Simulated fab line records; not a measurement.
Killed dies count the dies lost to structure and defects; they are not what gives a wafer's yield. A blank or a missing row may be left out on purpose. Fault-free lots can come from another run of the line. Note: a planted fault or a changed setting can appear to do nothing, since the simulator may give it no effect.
Split-lot trial	flow n5Finfet	on a route of 1938 steps: 7 lots, 21 wafers read

== ABOUT THE SPLIT ==
At N5_MIM_BOT_ETCH_ETCH_00 (etches TiN in Cl2/BCl3, target depth 45.5 nm), the setting icpW was moved away from the recipe's 1000 W on 9 of the 21 wafers read, by -15.9% to +4.9%. This setting was run at the recipe's value on the other wafers.

Reading taken at the split's own step.

== THE READING ==
etch.depthNm (the simulator's own value, which no gauge read), in nm, at N5_MIM_BOT_ETCH_ETCH_00 (etches TiN in Cl2/BCl3, target depth 45.5 nm). The file gives no usual value for it. Average 45.94 nm, standard deviation 0.61 nm, over the 12 wafers here run with the recipe.

wafer	tool, chamber at the split	icpW as run, W	against the recipe	etch.depthNm, nm	against lot-mates on the recipe
L075.3	rieMetal-01, 0	840.7	-15.9%	39.35	-7.02
L075.4	rieMetal-01, 1	1000	recipe	46.63	-
L075.5	rieMetal-01, 1	1000	recipe	46.1	-
L077.2	rieMetal-03, 1	854.6	-14.5%	40.98	-5.83
L077.3	rieMetal-03, 1	1000	recipe	46.81	-
L077.4	rieMetal-03, 1	854.6	-14.5%	40.85	-5.96
L081.2	rieMetal-02, 1	1000	recipe	45.71	-
L081.5	rieMetal-02, 0	1000	recipe	45	-
L081.6	rieMetal-02, 1	879.5	-12.1%	40.95	-4.41
L080.1	rieMetal-03, 0	1000	recipe	45.57	-
L080.3	rieMetal-03, 0	1000	recipe	45.72	-
L080.5	rieMetal-03, 1	1000	recipe	46.77	-
L085.2	rieMetal-03, 0	1000	recipe	44.88	-
L085.4	rieMetal-03, 0	1000	recipe	45.62	-
L085.6	rieMetal-03, 1	1000	recipe	46.31	-
L088.1	rieMetal-03, 0	850.4	-15.0%	40.18	no lot-mate on the recipe
L088.5	rieMetal-03, 1	850.4	-15.0%	40.93	no lot-mate on the recipe
L088.6	rieMetal-03, 0	850.4	-15.0%	40.27	no lot-mate on the recipe
L095.1	rieMetal-01, 0	1049	+4.9%	47.64	+1.47
L095.3	rieMetal-01, 1	1049	+4.9%	48.05	+1.88
L095.6	rieMetal-01, 1	1000	recipe	46.17	-

FIT RESULTS
A straight line over all 21 wafers: etch.depthNm changes by +0.374 nm for each +1% of icpW; r = +0.98; the points scatter about the line by 0.56 nm.
The same after taking each lot's own level away (the mean of its wafers on the recipe; 18 wafers): +0.403 nm for each +1%; r = +0.99; scatter 0.44 nm.
On that fit, the largest move of icpW shifts the reading by 6.4 nm.
Across the lots, their own levels run from 45.355 to 46.810 nm, a range of 2.4 times the standard deviation given above.
Consequently the slope shifts little with the lot-to-lot level, the two slopes agreeing.
Check: with one of the wafers moved furthest among these (-15.9%) left out of the fit, the line predicts -6.24 nm for it against its lot-mates. Against them it came out at -7.02 nm.

== FURTHER SPLITS ON THESE WAFERS ==
These wafers also went through other splits before the reading. Each is held against what the fit with the lots' levels taken away leaves over:
other split on the same wafers	wafers away from the commonest value	r with etch.depthNm (lot level and that fit taken away)
N5_BEOL_M15_COAT_22 spinRpm	6	-0.07
N5_BEOL_M15_ETCH_61 timeS	7	+0.12
N5_BEOL_M15_TRENCH_ETCH_34 timeS	9	+0.05
N5_MIM_BOT_ETCH_ETCH_03 icpW	9	-0.11

== FILE'S OWN FIT ==
etch.depthNm changes by +0.408 nm for each +1% of icpW, r = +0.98.
